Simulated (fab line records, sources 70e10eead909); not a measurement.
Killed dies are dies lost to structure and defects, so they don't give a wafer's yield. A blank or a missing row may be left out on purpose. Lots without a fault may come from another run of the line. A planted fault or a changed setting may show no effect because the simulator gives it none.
fab line records | flow nand_harc
record lots=13 wafers=39 last_day=33
route steps=1302 shown A_START@389 A_ZERO_WELL@403 A_ONON_D1@424 END@1302
lots that met no fault: from a run of the same line without faults
start_h: hours from the record's first day to the start of the lot's first wafer shown | wait_h: hours since the lot's step before | " the same as in the row above | L1.1+2: a row that stands for several wafers | - no value, or no start given | * or withheld: withheld | < > ~ a bound
route shown NAME@n: a module of which the file shows steps, and the number in the route of the first | usual: mean/standard deviation of fault-free wafers | same: alike in all rows | chamber/n: place in a boat | sites: the reading at each site | _std_site: their standard deviation | _edge_site: outer sites' mean less inner sites' | radius_mm: how far each site lies from the wafer's centre | mask NAME#n: copy n | behind: the tool/chamber that last shaped the wafer | hold: why the lot was held/for how many hours/how that ended | device: the transistor (n, p or np) that didn't switch | end of line: the same wafers' tests at the end of the route | a step without rows: its recipe alone | killed: dies lost to structure and defects at the first sort, not the wafer's yield | map: a wafer's dies, x killed, . not, _ none there
set.NAME: the setting as run; set.NAME@STEP: as run at that earlier step | model.NAME: the simulator's own value behind a step, which no gauge read
steps of the route over a sample of lots; a table a step, a row a wafer
services: from which hour (start_h, from the record's first day; less than 0 if before it) a tool's chamber was out of use, for how many hours, and why
## steps
# step NHARC_A_START_INSPECT_01
# usual raw_defect_count=3.3/2
# columns lot.wafer tool chamber start_h wait_h raw_defect_count
L883.2 defect_inspect-02 - 140.36 - 6
L883.3 " - " " 1
L883.4 " - " " 10
L885.1 defect_inspect-02 - 154.95 - 2
L885.5 " - " " 3
L885.6 " - " " 2
L886.1 defect_inspect-02 - 179.84 - 5
L886.5 " - " " 0
L886.6 " - " " 3
L888.2 defect_inspect-02 - 195.04 - 7
L888.4 " - " " 0
L888.5 " - " " 4
L890.4 defect_inspect-02 - 216.94 - 1
L890.5 " - " " 3
L890.6 " - " " 2
L891.1 defect_inspect-01 - 222.05 - 2
L891.4 " - " " 3
L891.5 " - " " 2
L896.1 defect_inspect-02 - 262.38 - 2
L896.2 " - " " 2
L896.3 " - " " 2
L897.1 defect_inspect-02 - 287.11 - 5
L897.3 " - " " 7
L897.4 " - " " 4
L900.1 defect_inspect-02 - 314.52 - 5
L900.3 " - " " 4
L900.5 " - " " 4
L901.1 defect_inspect-02 - 318.33 - 2
L901.2 " - " " 4
L901.4 " - " " 4
L903.1 defect_inspect-01 - 345.77 - 1
L903.4 " - " " 7
L903.5 " - " " 3
L905.1 defect_inspect-02 - 358.41 - 9
L905.2 " - " " 2
L905.3 " - " " 5
L906.1 defect_inspect-01 - 364.17 - 4
L906.5 " - " " 3
L906.6 " - " " 3
# step NHARC_A_ZERO_WELL_DESCUM_12
# recipe time_s=3 o2_flow_sccm=200 ar_flow_sccm=0 bias_power_w=0 chemistry=O2
# usual drypump_motor_current_A=5.7/0.43 oes_product_au=1.001/0.012 rf_vpp_V=57.6/0.84 showerhead_plenum_p_Torr=1.90/0.094 throttle_valve_pct=11.311/0.008
# columns lot.wafer tool chamber start_h wait_h drypump_motor_current_A oes_product_au rf_hours_counter_h rf_vpp_V showerhead_plenum_p_Torr throttle_valve_pct
L883.3 rie_diel-13 1 141.24 - 5.2 1.000 3 58.1 2.03 11.328
L883.4 " 3 " " 6.1 1.010 4 56.9 1.83 11.306
L883.2 " 0 " " 5.8 0.999 4 57.4 1.83 11.316
L885.1 rie_diel-13 2 155.82 - 6.2 1.000 4 58.3 2.00 11.306
L885.6 " 2 " " 6.2 0.998 - 57.1 2.00 11.304
L885.5 " 3 " " 6.1 1.005 - 55.8 1.83 11.315
L886.1 rie_diel-03 0 180.84 - 5.8 0.992 12 56.1 1.80 11.295
L886.6 " 0 " " 5.7 0.988 - 57.6 1.80 11.306
L886.5 " 1 " " 5.0 1.005 - 58.2 1.95 11.306
L888.4 rie_diel-03 0 196.05 - 5.7 0.982 14 58.1 1.80 11.324
L888.2 " 1 " " 5.0 0.982 12 57.6 1.95 11.307
L888.5 " 0 " " 5.8 0.982 - 57.2 1.80 11.320
L890.4 rie_diel-13 2 217.97 - 6.2 0.991 1 57.4 2.00 11.301
L890.6 " 3 " " 6.1 1.006 - 58.8 1.83 11.307
L890.5 " 0 " " 5.8 1.018 - 56.8 1.83 11.312
L891.1 rie_diel-13 0 223.06 - 5.8 1.005 1 57.5 1.83 11.313
L891.4 " 1 " " 5.2 1.012 1 57.8 2.03 11.303
L891.5 " 3 " " 6.1 0.999 - 57.2 1.83 11.311
L896.1 rie_diel-02 0 263.37 - 5.6 1.002 16 57.1 1.79 11.309
L896.2 " 2 " " 4.8 0.995 14 57.1 1.89 11.315
L896.3 " 3 " " 6.0 0.992 16 57.5 1.84 11.311
L897.1 rie_diel-13 3 288.11 - 6.1 1.007 3 57.5 1.83 11.301
L897.4 " 0 " " 5.8 1.026 3 57.9 1.83 11.323
L897.3 " 1 " " 5.2 1.023 3 59.0 2.03 11.305
L900.3 rie_diel-03 2 315.52 - 5.4 0.984 2 57.4 1.78 11.320
L900.1 " 0 " " 5.7 0.985 3 57.3 1.80 11.310
L900.5 " 2 " " 5.4 0.987 - 56.4 1.78 11.305
L901.1 rie_diel-13 3 319.33 - 6.1 1.017 3 55.7 1.83 11.303
L901.2 " 1 " " 5.2 1.013 4 57.9 2.03 11.305
L901.4 " 1 " " 5.2 1.028 - 57.2 2.03 11.300
L903.1 rie_diel-02 0 346.64 - 5.5 0.998 47 57.9 1.78 11.298
L903.4 " 2 " " 4.7 0.984 43 59.0 1.88 11.310
L903.5 " 1 " " 6.0 1.012 - 58.2 1.81 11.300
L905.1 rie_diel-03 1 359.29 - 5.0 0.999 13 58.1 1.94 11.320
L905.3 " 2 " " 5.4 0.986 10 57.5 1.77 11.312
L905.2 " 3 " " 5.5 0.987 11 59.1 2.03 11.318
L906.1 rie_diel-13 0 365.19 - 5.8 0.991 1 57.8 1.83 11.311
L906.6 " 1 " " 5.2 1.011 - 59.9 2.03 11.314
L906.5 " 2 " " 6.2 0.993 - 56.9 2.00 11.317
# step NHARC_A_ONON_D1_DEP_00
# recipe target_thk_a=10000 n2_flow_sccm=2750 n2o_flow_sccm=2000 nh3_flow_sccm=500 sih4_flow_sccm=210 temp_c=400
# usual nh3_flow_sccm=500.2/1.6 sih4_flow_sccm=209.9/0.52
# columns lot.wafer tool chamber start_h wait_h nh3_flow_sccm sih4_flow_sccm
L883.2 pecvd_onon-03 0 163.67 0.1 501.4 210.2
L883.3 " 0 " " 500.2 208.7
L883.4 " 0 " " 501.0 210.4
L885.1 pecvd_onon-04 0 179.71 0.1 500.4 210.0
L885.5 " 0 " " 500.4 209.5
L885.6 " 0 " " 500.3 209.5
L886.1 pecvd_onon-02 0 204.47 0.1 498.0 208.9
L886.5 " 0 " " 497.9 209.8
L886.6 " 0 " " 500.6 210.2
L888.2 pecvd_onon-03 0 217.68 0.1 496.3 209.4
L888.4 " 0 " " 499.8 209.7
L888.5 " 0 " " 497.8 210.1
L890.4 pecvd_onon-03 0 241.06 0.2 501.7 209.2
L890.5 " 0 " " 499.5 209.0
L890.6 " 0 " " 499.8 209.3
L891.1 pecvd_onon-02 0 246.98 0.1 499.4 210.1
L891.4 " 0 " " 498.5 210.1
L891.5 " 0 " " 499.1 211.1
L896.1 pecvd_onon-04 0 285.17 0.1 498.7 209.1
L896.2 " 0 " " 500.7 209.3
L896.3 " 0 " " 498.6 209.1
L897.1 pecvd_onon-02 0 309.85 0.1 499.8 209.5
L897.3 " 0 " " 501.5 210.4
L897.4 " 0 " " 501.2 209.8
L901.1 pecvd_onon-03 0 338.85 0.1 501.4 209.5
L901.2 " 0 " " 498.6 209.0
L901.4 " 0 " " 503.6 209.2
L900.1 pecvd_onon-02 0 338.85 0.1 500.5 209.6
L900.3 " 0 " " 499.3 211.0
L900.5 " 0 " " 499.1 209.6
L903.1 pecvd_onon-03 0 369.19 0.1 495.1 209.3
L903.4 " 0 " " 496.0 208.8
L903.5 " 0 " " 495.2 210.3
L905.1 pecvd_onon-02 0 381.19 0.1 500.9 209.9
L905.2 " 0 " " 499.1 209.4
L905.3 " 0 " " 499.2 210.1
L906.1 pecvd_onon-02 0 386.90 0.1 500.8 210.2
L906.5 " 0 " " 499.9 209.5
L906.6 " 0 " " 497.5 210.5
# step NHARC_A_ONON_D1_THK_MEAS_02
# recipe thk_meas_gauge=ellipsometry
# usual thk_nm=1002/8.6
# columns lot.wafer tool chamber start_h wait_h thk_nm
L883.2 film_metro-02 - 164.12 - 1003
L883.3 " - " " 1001
L883.4 " - " " 999
L885.1 film_metro-01 - 180.22 - 999
L885.5 " - " " 998
L885.6 " - " " 997
L886.1 film_metro-02 - 204.98 - 1004
L886.5 " - " " 1004
L886.6 " - " " 1003
L888.2 film_metro-01 - 218.14 - 1008
L888.4 " - " " 1008
L888.5 " - " " 1008
L890.4 film_metro-02 - 241.40 - 1028
L890.5 " - " " 1772
L890.6 " - " " 1772
L891.1 film_metro-02 - 247.48 - 1010
L891.4 " - " " 1010
L891.5 " - " " 1010
L896.1 film_metro-01 - 285.69 - 996
L896.2 " - " " 995
L896.3 " - " " 994
L897.1 film_metro-02 - 310.36 - 1005
L897.3 " - " " 1006
L897.4 " - " " 1005
L900.1 film_metro-01 - 339.35 - 995
L900.3 " - " " 995
L900.5 " - " " 995
L901.1 film_metro-02 - 339.36 - 1015
L901.2 " - " " 1017
L901.4 " - " " 1015
L903.1 film_metro-02 - 369.70 - 987
L903.4 " - " " 989
L903.5 " - " " 989
L905.1 film_metro-01 - 381.69 - 993
L905.2 " - " " 994
L905.3 " - " " 993
L906.1 film_metro-01 - 387.40 - 994
L906.5 " - " " 995
L906.6 " - " " 996
# step NHARC_END_SORT_01
# recipe temp_c=25
# usual killed_at_array=59/21 killed_at_other=1.0/1.1 killed_at_periphery=4.0/2.6 killed_dies=64/21 killed_open=3.2/1.7 killed_short=2.5/1.5
# same gross_dies=677
# columns lot.wafer tool chamber start_h wait_h killed_at_array killed_at_other killed_at_periphery killed_dies killed_open killed_short
L890.4 prober-02 0 642.45 3.4 80 0 3 83 3 2
L890.5 prober-02 0 643.23 3.7 675 1 1 677 3 2
L890.6 prober-02 0 644.02 3.9 676 0 1 677 1 0
# killed by level:class
L890.4 A_SLIT:chamber_film_flake=33 A_CHANNEL_HOLE_D2:chamber_film_flake=32 A_CHANNEL_HOLE_D1:chamber_film_flake=6 A_WL_FILL:chamber_film_flake=2 P_CONTACT:geometric_particle:open=1 A_ONON_D1:geometric_particle:short=1 A_ONON_D2:geometric_particle:open=1 A_CHANNEL_FILL_D2:geometric_particle:open=1
L890.5 A_ONON_D1:area_dep=607 A_CHANNEL_HOLE_D2:chamber_film_flake=30 A_SLIT:chamber_film_flake=28 A_STAIRCASE:chamber_film_flake=4 A_ONON_D1:geometric_particle:open=1 A_CHANNEL_FILL_D1:geometric_particle:open=1 A_ONON_D2:geometric_particle:short=1 A_CHANNEL_FILL_D2:geometric_particle:short=1
L890.6 A_ONON_D1:area_dep=611 A_CHANNEL_HOLE_D2:chamber_film_flake=30 A_SLIT:chamber_film_flake=26 A_STAIRCASE:chamber_film_flake=4 A_CHANNEL_HOLE_D1:chamber_film_flake=3 P_M0:geometric_particle:open=1 A_ZERO_WELL:chamber_film_flake=1 A_CONTACT:chamber_film_flake=1
## services
# columns tool chamber start_h hours kind
rie_diel-13 0 119.50 - clean
rie_diel-13 1 119.50 - clean
rie_diel-13 2 119.50 - clean
rie_diel-13 3 119.50 - clean
pecvd_onon-04 - 130.05 13.0 pm
rie_diel-13 0 144.00 - clean
rie_diel-13 1 144.00 - clean
rie_diel-13 2 144.00 - clean
rie_diel-03 0 159.46 11.3 repair
rie_diel-13 - 165.01 9.0 pm
pecvd_onon-02 - 185.20 13.0 pm
rie_diel-02 3 189.49 5.3 repair
rie_diel-02 - 217.09 9.0 pm
pecvd_onon-03 - 227.04 13.0 pm
rie_diel-13 - 259.32 0.2 repair
rie_diel-03 - 281.33 9.0 pm
rie_diel-02 0 287.48 2.4 repair
rie_diel-03 2 296.32 9.7 repair
pecvd_onon-04 - 311.05 13.0 pm
rie_diel-13 2 315.50 9.8 repair
rie_diel-13 3 324.55 11.4 repair
rie_diel-13 - 342.01 9.0 pm
pecvd_onon-02 - 366.20 13.0 pm
rie_diel-03 2 380.36 22.7 repair
## key
first_sign step=NHARC_A_ONON_D1_THK_MEAS_02 reading=thk_nm direction=up sigmas=90 usual=1002 struck=1772
effect step=NHARC_END_SORT_01 reading=killed_at_array direction=up sigmas=29 usual=59 struck=676
more_kills_born_at NHARC_A_ONON_D1_DEP_00@pecvd_onon-03=1218
met_at NHARC_A_ONON_D1_DEP_00
struck_lots L890
struck_wafers L890.5,L890.6
later_rows_left_out L890.5,L890.6
tester_left_out L890
not_acting_at NHARC_A_START_INSPECT_01,NHARC_A_ZERO_WELL_DESCUM_12
onset_between 217.68 241.06
fault kind=process_parameter_drift tool=pecvd_onon-03 chamber=- onset_h=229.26 steps=NHARC_A_ONON_D1_DEP_00 channel=target_thk_a offset=* shape=step end_h=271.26 scope=struck_wafers_only acts_in=* stated=*
# tester_left_out: of these lots the tester's yield and bins aren't shown, on N5 and GAA mostly nor the transistor test; their killed dies are dies lost to structure and defects alone, not to doping, threshold or leakage, so they don't give the yield
# later_rows_left_out: the simulator's readings of these wafers behind a module that went badly wrong aren't trusted and aren't shown, but for the sort
